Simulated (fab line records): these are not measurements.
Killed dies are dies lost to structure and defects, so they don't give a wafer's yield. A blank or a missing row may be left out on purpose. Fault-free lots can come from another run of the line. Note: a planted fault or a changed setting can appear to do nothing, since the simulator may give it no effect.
fab line records | flow nand-harc
[record] lots = 7 wafers = 21 last-day = 22
route steps=1159 shown P_START@1 P_ZERO_WELL@2
lots untouched by any fault: they come from a run of this same line in which no faults occurred
start-h: the number of hours between the record's first day and the start of the first shown wafer of the lot | wait-h: time in hours since the lot's previous step | " unchanged from the row above | L1.1+2: a single row standing in for several wafers | - no value present, or no start provided | * or withheld: withheld | < > ~ a bound
route shown NAME@n: names a module that has steps shown in the file, with the first one's number in the route | usual: the fault-free wafers' mean and standard deviation | same: alike in all rows | chamber/n: place in a boat | sites: the reading at each site | _std_site: how widely they spread, as a standard deviation | _edge_site: inner sites' mean taken away from outer sites' mean | radius-mm: how far each site lies from the wafer's centre | mask NAME#n: copy n | behind: the last tool/chamber to shape the wafer | hold: the reason the lot was held/the length of the hold in hours/how it ended | device: transistor that didn't switch, given as n, p or np | end of line: the tests these same wafers got at the end of their route | for a step that has no rows: nothing shown but its recipe | killed: the dies lost at the first sort to structure and to defects; this is not the yield of the wafer | map: the dies of a wafer, with x for killed, . for not killed, _ for no die there
set.NAME: setting as actually run; set.NAME@STEP: the setting as run at that earlier step | model.NAME: the simulator's own value behind a step, which no gauge read
a table for each step, a row for each wafer; lots at some steps of the route
services: the hour from which a tool's chamber was out of use, counted from the record's first day as start-h (under 0 if before that day), plus the number of hours and why
[[steps]]
[step NHARC_P_START_INSPECT_01]
[usual] raw-defect-count = 3.6/1.8
// columns lot.wafer tool chamber start-h wait-h raw-defect-count
L373.1 defect-inspect-02 - 36.03 - 4
L373.3 " - " " 1
L373.6 " - " " 1
L377.2 defect-inspect-01 - 60.04 - 0
L377.4 " - " " 6
L377.5 " - " " 3
L382.1 defect-inspect-02 - 90.03 - 3
L382.2 " - " " 6
L382.4 " - " " 3
L384.1 defect-inspect-02 - 102.04 - 3
L384.4 " - " " 4
L384.5 " - " " 6
L387.1 defect-inspect-02 - 120.04 - 5
L387.2 " - " " 3
L387.3 " - " " 2
L388.1 defect-inspect-02 - 126.04 - 6
L388.2 " - " " 3
L388.6 " - " " 3
L389.4 defect-inspect-02 - 132.04 - 2
L389.5 " - " " 5
L389.6 " - " " 2
[step NHARC_P_ZERO_WELL_PRECLEAN_00]
[recipe] time-s = 600 temp-c = 120 chemistry = SPM
[step NHARC_P_ZERO_WELL_SRD_01]
[step NHARC_P_ZERO_WELL_PECVD_02]
[recipe] target-thk-a = 100 temp-c = 400 pressure-torr = 6.5 rf-w = withheld teos-flow-sccm = withheld flow-sccm = 2650 target-thk-nm = 10 gas = O2 material = SiO2
[step NHARC_P_ZERO_WELL_DEHYDRATE_03]
[recipe] temp-c = 150 time-s = 120
[step NHARC_P_ZERO_WELL_HMDS_04]
[recipe] time-s = 30
[step NHARC_P_ZERO_WELL_COAT_64]
[recipe] temp-c = 200 time-s = 65
[step NHARC_P_ZERO_WELL_COAT_05]
[recipe] spin-rpm = 2000 resist-thk-nm = 600
[step NHARC_P_ZERO_WELL_SOFTBAKE_06]
[recipe] temp-c = 125 time-s = 70
[step NHARC_P_ZERO_WELL_EBR_07]
[step NHARC_P_ZERO_WELL_EXPOSE_08]
[recipe] na = 0.55 target-cd-nm = 500 dose-mj = 33.8 mask-id = P_ZERO
[usual] exposure-dose-mJ-cm2 = 33.77/0.036 focus-offset-nm = 0.0/0.48
// columns lot.wafer tool chamber start-h wait-h mask exposure-dose-mJ-cm2 focus-offset-nm
L373.1 krf-scanner-01 0 37.23 - P_ZERO#0 33.74 -0.1
L373.3 " 0 " " P_ZERO#0 33.77 -0.4
L373.6 " 0 " " P_ZERO#0 33.79 -0.4
L377.2 krf-scanner-02 0 61.31 - P_ZERO#0 33.77 0.0
L377.4 " 0 " " P_ZERO#0 33.78 0.1
L377.5 " 0 " " P_ZERO#0 33.79 0.5
L382.1 krf-scanner-02 0 91.09 - P_ZERO#0 33.73 1.1
L382.2 " 0 " " P_ZERO#0 33.75 0.9
L382.4 " 0 " " P_ZERO#0 33.76 0.6
L384.1 krf-scanner-01 0 102.97 - P_ZERO#0 33.77 -0.8
L384.4 " 0 " " P_ZERO#0 33.72 -0.3
L384.5 " 0 " " P_ZERO#0 33.72 -0.2
L387.1 krf-scanner-01 - 121.09 - P_ZERO#0 - -
L387.2 " - " " P_ZERO#0 - -
L387.3 " - " " P_ZERO#0 - -
L388.1 krf-scanner-02 - 127.08 - P_ZERO#0 - -
L388.2 " - " " P_ZERO#0 - -
L388.6 " - " " P_ZERO#0 - -
L389.4 krf-scanner-03 - 133.21 - P_ZERO#0 - -
L389.5 " - " " P_ZERO#0 - -
L389.6 " - " " P_ZERO#0 - -
[step NHARC_P_ZERO_WELL_PEB_09]
[recipe] peb-temp-c = 128 peb-time-s = 80
[[services]]
// columns tool chamber start-h hours kind
krf-scanner-02 0 15.28 - calibration
krf-scanner-01 0 18.91 - calibration
krf-scanner-02 - 38.00 4.0 pm
krf-scanner-03 - 51.04 1.8 repair
krf-scanner-01 - 84.00 4.0 pm
krf-scanner-03 0 100.26 - calibration
[[key]]
[first-sign] step = NHARC_P_ZERO_WELL_EXPOSE_08 reading = tool-record direction = missing
effect none on later readings
met-at NHARC_P_ZERO_WELL_EXPOSE_08
struck-wafers L387.1,L387.2,L387.3,L388.1,L388.2,L388.6,L389.4,L389.5,L389.6
later-rows-left-out L387.1,L387.2,L387.3,L388.1,L388.2,L388.6,L389.4,L389.5,L389.6
sort-left-out L387.1,L387.2,L387.3,L388.1,L388.2,L388.6,L389.4,L389.5,L389.6
tester-left-out L387,L388,L389
onset-between 102.97 121.09
[fault] kind = skipped-step-whole tool = krf-scanner-01,krf-scanner-02,krf-scanner-03 chamber = - onset-h = 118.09 steps = NHARC_P_ZERO_WELL_EXPOSE_08 scope = struck-lots-only
// tester-left-out: of these lots the tester's yield and bins aren't shown, on N5 and GAA mostly nor the transistor test; their killed dies are dies lost to structure and defects alone, not to doping, threshold or leakage, so they don't give the yield
// sort-left-out: the simulated sort isn't trusted on such a fault, so these wafers' sort isn't shown, and their yield isn't known
// later-rows-left-out: the simulator's readings of these wafers behind a module that went badly wrong aren't trusted and aren't shown, but for the sort
